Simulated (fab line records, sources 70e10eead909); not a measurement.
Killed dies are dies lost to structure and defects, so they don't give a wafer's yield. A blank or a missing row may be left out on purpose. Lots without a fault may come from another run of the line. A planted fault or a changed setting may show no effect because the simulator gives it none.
fab line records | flow nand_harc
record lots=5 wafers=15 last_day=24
route steps=1159 shown A_STAIRCASE@676 END@1159
lots that met no fault: from a run of the same line without faults
start_h: hours from the record's first day to the start of the lot's first wafer shown | wait_h: hours since the lot's step before | " the same as in the row above | L1.1+2: a row that stands for several wafers | - no value, or no start given | * or withheld: withheld | < > ~ a bound
route shown NAME@n: a module of which the file shows steps, and the number in the route of the first | usual: mean/standard deviation of fault-free wafers | same: alike in all rows | chamber/n: place in a boat | sites: the reading at each site | _std_site: their standard deviation | _edge_site: outer sites' mean less inner sites' | radius_mm: how far each site lies from the wafer's centre | mask NAME#n: copy n | behind: the tool/chamber that last shaped the wafer | hold: why the lot was held/for how many hours/how that ended | device: the transistor (n, p or np) that didn't switch | end of line: the same wafers' tests at the end of the route | a step without rows: its recipe alone | killed: dies lost to structure and defects at the first sort, not the wafer's yield | map: a wafer's dies, x killed, . not, _ none there
set.NAME: the setting as run; set.NAME@STEP: as run at that earlier step | model.NAME: the simulator's own value behind a step, which no gauge read
lots at some steps of the route; a table a step, a row a wafer
services: from which hour (start_h, from the record's first day; less than 0 if before it) a tool's chamber was out of use, for how many hours, and why
## steps
# step NHARC_A_STAIRCASE_DEP_301
# recipe target_thk_a=300 target_thk_nm=30 temp_c=400 pressure_torr=3.5 flow_sccm=200 rf_w=350 material=SiON
# step NHARC_A_STAIRCASE_DEHYDRATE_302
# recipe temp_c=150 time_s=120
# step NHARC_A_STAIRCASE_HMDS_303
# recipe time_s=30
# step NHARC_A_STAIRCASE_COAT_304
# recipe spin_rpm=1200
# step NHARC_A_STAIRCASE_SOFTBAKE_305
# recipe temp_c=135 time_s=170
# step NHARC_A_STAIRCASE_EBR_306
# step NHARC_A_STAIRCASE_EXPOSE_307
# recipe na=0.5 dose_mj=45.72 mask_id=CHOP_50
# step NHARC_A_STAIRCASE_PEB_308
# recipe peb_temp_c=115 peb_time_s=130
# step NHARC_A_STAIRCASE_DEVELOP_309
# recipe time_s=140
# step NHARC_A_STAIRCASE_HARDBAKE_311
# recipe temp_c=120 time_s=140
# step NHARC_A_STAIRCASE_DESCUM_312
# recipe time_s=3 o2_flow_sccm=200 ar_flow_sccm=0 bias_power_w=0 chemistry=O2
# usual drypump_motor_current_A=5.5/0.4 o2_flow_sccm=200.0/0.63 oes_product_au=1.001/0.0078 rf_vpp_V=57.7/1 showerhead_plenum_p_Torr=1.92/0.099 throttle_valve_pct=11.311/0.0086
# columns lot.wafer tool chamber start_h wait_h drypump_motor_current_A o2_flow_sccm oes_product_au rf_hours_counter_h rf_vpp_V showerhead_plenum_p_Torr throttle_valve_pct
L488.1 rie_diel-05 2 314.74 - 5.3 200.1 1.011 48 57.4 1.93 11.318
L488.5 " 2 " " 5.3 200.3 1.003 - 56.9 1.93 11.309
L488.6 " 3 " " 5.0 199.8 0.996 - 57.4 1.87 11.317
L496.3 rie_diel-10 2 352.57 - 6.1 200.5 1.016 60 57.9 2.01 11.310
L496.2 " 0 " " 5.2 200.0 1.006 62 57.0 1.80 11.316
L496.5 " 1 " " 5.4 200.4 1.000 - 59.4 2.06 11.309
L498.2 rie_diel-10 1 370.85 - 5.4 199.2 0.989 3 57.4 2.05 11.300
L498.6 " 3 " " 5.3 199.4 1.004 - 57.5 1.98 11.305
L498.5 " 0 " " 5.2 199.5 0.998 - 58.5 1.80 11.313
L501.3 rie_diel-01 0 383.40 - 5.6 200.0 0.995 29 56.3 1.83 11.318
L501.1 " 3 " " 5.0 200.2 0.998 30 57.8 2.07 11.307
L501.4 " 1 " " 6.0 199.6 1.001 - 58.0 1.98 11.322
L503.3 rie_diel-05 0 387.07 - 6.0 199.6 1.008 13 59.5 2.07 11.300
L503.4 " 1 " " 6.0 199.6 1.001 12 57.3 1.89 11.311
L503.6 " 3 " " 5.0 200.3 0.995 - 57.9 1.86 11.322
# step NHARC_A_STAIRCASE_ETCH_313
# recipe cf4_flow_sccm=100 chf3_flow_sccm=30 ar_flow_sccm=0 rf_w=500 bias_w=200 chemistry=CF4/CHF3
# usual drypump_motor_current_A=5.5/0.39 oes_product_au=0.939/0.019 rf_vpp_V=370.6/2.7 showerhead_plenum_p_Torr=1.58/0.075 throttle_valve_pct=16.803/0.0093
# columns lot.wafer tool chamber start_h wait_h drypump_motor_current_A oes_product_au rf_hours_counter_h rf_vpp_V showerhead_plenum_p_Torr throttle_valve_pct
L488.1 rie_diel-05 0 314.84 0.1 6.1 0.975 53 368.4 1.46 16.802
L488.5 " 2 " " 5.3 0.965 - 371.7 1.58 16.807
L488.6 " 3 " " 5.0 0.918 - 370.5 1.54 16.787
L496.2 rie_diel-10 1 352.65 0.1 5.4 0.954 60 373.8 1.68 16.800
L496.3 " 2 " " 6.1 0.971 60 373.2 1.65 16.809
L496.5 " 2 " " 6.1 0.966 - 372.8 1.65 16.810
L498.2 rie_diel-10 2 370.94 0.1 6.1 0.930 3 372.4 1.65 16.807
L498.6 " 3 " " 5.3 0.914 - 372.2 1.62 16.817
L498.5 " 0 " " 5.2 0.928 - 367.9 1.49 16.786
L501.1 rie_diel-01 0 383.50 0.1 5.6 0.936 29 369.2 1.50 16.803
L501.3 " 1 " " 6.0 0.920 27 372.5 1.63 16.811
L501.4 " 0 " " 5.5 0.935 - 366.5 1.51 16.806
L503.4 rie_diel-05 2 387.14 0.1 5.3 0.943 15 369.7 1.58 16.803
L503.3 " 1 " " 6.0 0.934 12 369.8 1.55 16.807
L503.6 " 3 " " 5.0 0.932 - 368.2 1.53 16.790
# step NHARC_A_STAIRCASE_HM_OPEN_463
# recipe o2_flow_sccm=400 cos_flow_sccm=20 ar_flow_sccm=0 rf_w=500 bias_w=300 chemistry=O2/COS
# step NHARC_A_STAIRCASE_STRIP_464
# recipe o2_flow_sccm=400 cos_flow_sccm=20 ar_flow_sccm=0 bias_w=0 chemistry=O2/COS
# step NHARC_A_STAIRCASE_ETCH_453
# recipe target_depth_a=300 overetch_a=30 time_s=16.5 ion_energy_ev=100 cf4_flow_sccm=80 o2_flow_sccm=20 ar_flow_sccm=0 rf_w=300 bias_w=100 chemistry=CF4/O2
# usual drypump_motor_current_A=5.6/0.4 o2_flow_sccm=20.00/0.05 oes_o_777_au=1.000/0.0045 oes_product_au=1.002/0.0078 rf_vpp_V=197.9/1.6 showerhead_plenum_p_Torr=1.34/0.067 throttle_valve_pct=13.397/0.0099
# columns lot.wafer tool chamber start_h wait_h drypump_motor_current_A o2_flow_sccm oes_o_777_au oes_product_au rf_hours_counter_h rf_vpp_V showerhead_plenum_p_Torr throttle_valve_pct
L488.1 rie_diel-05 2 - - 5.3 20.04 1.001 1.008 48 198.0 1.34 13.386
L488.5 " 2 " " 5.4 20.01 1.000 1.014 - 197.6 1.34 13.385
L488.6 " 3 " " 5.0 20.07 0.999 1.000 - 196.9 1.30 13.407
L496.2 rie_diel-10 2 - - 6.1 20.09 1.008 1.002 60 198.0 1.40 13.405
L496.3 " 3 " " 5.3 19.89 1.000 1.006 62 199.8 1.38 13.396
L496.5 " 3 " " 5.3 20.07 1.000 1.009 - 198.7 1.38 13.389
L498.2 rie_diel-10 2 - - 6.1 19.97 0.997 1.014 3 198.0 1.40 13.382
L498.5 " 2 " " 6.1 19.92 1.000 1.010 - 199.2 1.40 13.389
L498.6 " 3 " " 5.3 19.97 0.993 1.003 - 198.8 1.38 13.400
L501.3 rie_diel-01 1 - - 5.9 19.96 0.997 1.001 27 197.7 1.38 13.402
L501.1 " 0 " " 5.6 20.05 0.999 1.003 29 194.9 1.28 13.399
L501.4 " 0 " " 5.6 19.96 0.999 1.003 - 196.4 1.27 13.405
L503.4 rie_diel-05 2 - - 5.3 19.93 0.990 1.008 15 197.4 1.34 13.387
L503.3 " 0 " " 6.1 19.97 1.001 1.006 13 199.9 1.44 13.405
L503.6 " 2 " " 5.3 20.03 1.000 0.993 - 197.2 1.34 13.415
# step NHARC_A_STAIRCASE_ETCH_315
# recipe target_depth_a=25000 time_s=607.1 ion_energy_ev=800 c4f8_flow_sccm=80 o2_flow_sccm=60 ar_flow_sccm=withheld rf_w=600 bias_w=3000 chemistry=C4F8/O2/Ar
# step NHARC_A_STAIRCASE_STRIP_316
# recipe o2_flow_sccm=500 ar_flow_sccm=0 bias_w=0 chemistry=O2
# step NHARC_A_STAIRCASE_STRIP_317
# recipe time_s=900 temp_c=130 chemistry=SPM
# step NHARC_A_STAIRCASE_PRECLEAN_318
# recipe time_s=* temp_c=50 bath_age_min=0 chemistry=SC1
# step NHARC_A_STAIRCASE_SRD_329
# step NHARC_A_STAIRCASE_ALD_415
# recipe target_thk_a=300 pulse_time_s=6 ald_cycles=300 temp_c=300 material=SiO2
# usual heater_power_w=444/57 precursor_pulse_height_rel=1.004/0.019
# columns lot.wafer tool chamber start_h wait_h heater_power_w precursor_pulse_height_rel
L488.1 ald_hk-02 2 316.93 0.3 421 0.965
L488.5 " 2 " " 418 1.040
L488.6 " 3 " " 461 0.996
L496.3 ald_hk-03 1 354.76 0.3 440 1.003
L496.2 " 2 " " 499 1.007
L496.5 " 1 " " 438 0.995
L498.2 ald_hk-01 1 373.21 0.5 482 0.997
L498.5 " 3 " " 444 0.985
L498.6 " 0 " " 490 1.028
L501.1 ald_hk-02 2 385.51 0.1 424 0.983
L501.3 " 3 " " 474 1.010
L501.4 " 0 " " 378 1.004
L503.4 ald_hk-02 3 389.53 0.5 476 1.013
L503.3 " 0 " " 387 1.021
L503.6 " 1 " " 456 0.996
# step NHARC_A_STAIRCASE_ETCHBACK_416
# recipe target_depth_a=360 time_s=7.2 c4f8_flow_sccm=withheld o2_flow_sccm=8 ar_flow_sccm=withheld rf_w=600 bias_w=800 chemistry=C4F8/O2/Ar
# step NHARC_A_STAIRCASE_STRIP_476
# recipe time_s=20 o2_flow_sccm=500 ar_flow_sccm=0 bias_w=0 chemistry=O2
# step NHARC_A_STAIRCASE_DEP_417
# recipe target_thk_a=600 step_coverage_pct=20 temp_c=400 target_thk_nm=60 flow_sccm=200 rf_w=450 material=Si3N4
# step NHARC_A_STAIRCASE_WET_418
# recipe temp_c=160 target_depth_a=200 chemistry=H3PO4
# step NHARC_A_STAIRCASE_PRECLEAN_419
# recipe time_s=* temp_c=50 bath_age_min=0 chemistry=SC1
# step NHARC_A_STAIRCASE_SRD_421
# step NHARC_A_STAIRCASE_ALD_420
# recipe target_thk_a=200 pulse_time_s=6 ald_cycles=200 temp_c=300 material=SiO2
# step NHARC_A_STAIRCASE_CVD_552
# recipe target_thk_a=400 temp_c=700 pressure_mtorr=300 material=SiNx
# step NHARC_A_STAIRCASE_DEP_151
# recipe target_thk_a=38000 temp_c=400 target_thk_nm=3800 teos_flow_sccm=200 rf_w=500 material=SiO2
# usual heater_power_w=665/88
# columns lot.wafer tool chamber start_h wait_h heater_power_w
L488.1 pecvd-03 0 333.68 0.6 665
L488.5 " 1 " " 617
L488.6 " 0 " " 590
L496.3 pecvd-04 1 370.55 0.5 813
L496.2 " 2 " " 827
L496.5 " 2 " " 680
L498.2 pecvd-03 1 383.93 0.4 700
L498.6 " 1 " " 611
L498.5 " 2 " " 509
L501.1 pecvd-04 1 398.71 0.4 767
L501.3 " 2 " " 679
L501.4 " 1 " " 642
L503.3 pecvd-01 0 403.94 0.6 885
L503.6 " 1 " " 587
L503.4 " 2 " " 571
# step NHARC_A_STAIRCASE_ANNEAL_320
# recipe temp_c=750 time_s=1800
# step NHARC_A_STAIRCASE_DEP_322
# recipe target_thk_a=38000 temp_c=400 target_thk_nm=3800 teos_flow_sccm=200 rf_w=500 material=SiO2
# usual heater_power_w=660/94
# columns lot.wafer tool chamber start_h wait_h heater_power_w
L488.1 pecvd-04 2 340.61 0.2 824
L488.5 " 2 " " 666
L488.6 " 0 " " 623
L496.2 pecvd-03 0 377.83 0.2 608
L496.3 " 1 " " 612
L496.5 " 0 " " 595
L498.2 pecvd-03 2 391.16 0.3 603
L498.6 " 0 " " 593
L498.5 " 1 " " 611
L501.3 pecvd-04 1 409.49 0.2 768
L501.1 " 2 " " 719
L501.4 " 2 " " 664
L503.3 pecvd-03 2 409.70 0.4 625
L503.6 " 1 " " 605
L503.4 " 2 " " 494
# step NHARC_A_STAIRCASE_ANNEAL_323
# recipe temp_c=750 time_s=1800
# step NHARC_A_STAIRCASE_DEP_325
# recipe target_thk_a=38000 temp_c=400 target_thk_nm=3800 teos_flow_sccm=200 rf_w=500 material=SiO2
# step NHARC_A_STAIRCASE_ANNEAL_326
# recipe temp_c=750 time_s=1800
# step NHARC_A_STAIRCASE_DEHYDRATE_433
# recipe temp_c=150 time_s=120
# step NHARC_A_STAIRCASE_HMDS_434
# recipe time_s=30
# step NHARC_END_SORT_01
# recipe temp_c=25
# usual killed_at_array=28/8.9 killed_at_other=0.8/1.2 killed_at_periphery=3.3/2.3 killed_dies=32/9.4 killed_open=3.2/1.8 killed_short=1.9/1.4
# same gross_dies=677
# columns lot.wafer tool chamber start_h wait_h killed_at_array killed_at_other killed_at_periphery killed_dies killed_open killed_short
L488.1 prober-02 0 510.43 2.5 121 0 4 125 3 1
# killed by level:class
L488.1 A_STAIRCASE:unspecified=94 A_SLIT:chamber_film_flake=18 A_CHANNEL_HOLE_D1:chamber_film_flake=5 P_STI:chamber_film_flake=2 P_STI:geometric_particle:short=1 P_CONTACT:geometric_particle:open=1 A_CONTACT:geometric_particle:open=1 A_BLC:geometric_particle:open=1
# map L488.1 (x killed, . not)
____________.____________
_________......._________
_______........x.._______
______.............______
_____..............._____
____...............x.____
____..........x....x.____
___...................___
___...................___
__.....................__
__.....................__
_..............x........_
_.............x......x.._
_...........xxxx........_
_.........x.xxxxx......x_
_......x..xxxxxxxx......_
x...x.....xxxxxxx.x......
.xxx.....xxxxxxxxx.......
...x.x....xxxxxxxx.....x.
..........xxxxxxxxx......
.xx...x..x.xxxxxxx.......
_.x...x...xxxxxxxx......_
_.........xxxxxxxx......_
_.....x....xxxxxxx......_
_.......x...xxxx.x......_
_...........xxx.xx.....x_
__....x................__
__.....................__
___......x............___
___........x..........___
____.................____
____......x..........____
_____.....x........._____
______....x........______
_______..........._______
_________...x..._________
____________.____________
# map L503.4 (x killed, . not)
____________.____________
_________....x.._________
_______....x.xxxx._______
______......xxxxxx.______
_____.........xxx..._____
____...........xxx...____
____.......x..x......____
___.............x.....___
___.............x.....___
__x....x.......x.......__
__.....................__
_......................._
_.....x................._
_..x...................._
_......................._
_......................._
...x.....................
.........................
.........................
...xx....................
..x.....x................
_....x.xx..............._
_x..x........x.........._
_....x..x..x.......x...._
_......................._
_......................._
__.....x...............__
__.....................__
___...................___
___...................___
____.................____
____.................____
_____..............._____
______.............______
_______..........._______
_________......._________
____________.____________
## services
# columns tool chamber start_h hours kind
rie_diel-05 0 296.92 - clean
rie_diel-05 1 296.92 - clean
rie_diel-05 2 296.92 - clean
rie_diel-05 3 296.92 - clean
pecvd-03 - 300.46 13.0 pm
ald_hk-02 - 302.03 10.0 pm
rie_diel-10 0 308.17 - clean
rie_diel-10 1 308.17 - clean
rie_diel-10 2 308.17 - clean
rie_diel-10 3 308.17 - clean
rie_diel-01 - 315.10 9.0 pm
rie_diel-05 0 321.44 - clean
rie_diel-05 1 321.44 - clean
rie_diel-05 2 321.44 - clean
rie_diel-05 3 321.44 - clean
rie_diel-10 0 332.74 - clean
rie_diel-10 1 332.74 - clean
rie_diel-10 2 332.74 - clean
rie_diel-05 - 340.75 9.0 pm
rie_diel-10 - 353.50 9.0 pm
pecvd-03 - 362.39 0.9 repair
rie_diel-01 2 370.60 14.2 repair
pecvd-04 - 376.82 13.0 pm
ald_hk-01 - 407.38 10.0 pm
## key
first_sign step=NHARC_END_SORT_01 reading=killed_at_array direction=up sigmas=10 usual=28 struck=121
effect step=NHARC_END_SORT_01 reading=killed_dies direction=up sigmas=9.9 usual=32 struck=125
more_kills_born_at NHARC_A_STAIRCASE_ETCH_313@rie_diel-05=93
met_at NHARC_A_STAIRCASE_ETCH_313
struck_wafers L488.1
tester_left_out L488
fault kind=chamber_particle_source tool=rie_diel-05 chamber=0 onset_h=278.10 steps=NHARC_A_STAIRCASE_ETCH_313 rate_per_visit_cm2=1.2217 end_h=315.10
# tester_left_out: of these lots the tester's yield and bins aren't shown, on N5 and GAA mostly nor the transistor test; their killed dies are dies lost to structure and defects alone, not to doping, threshold or leakage, so they don't give the yield
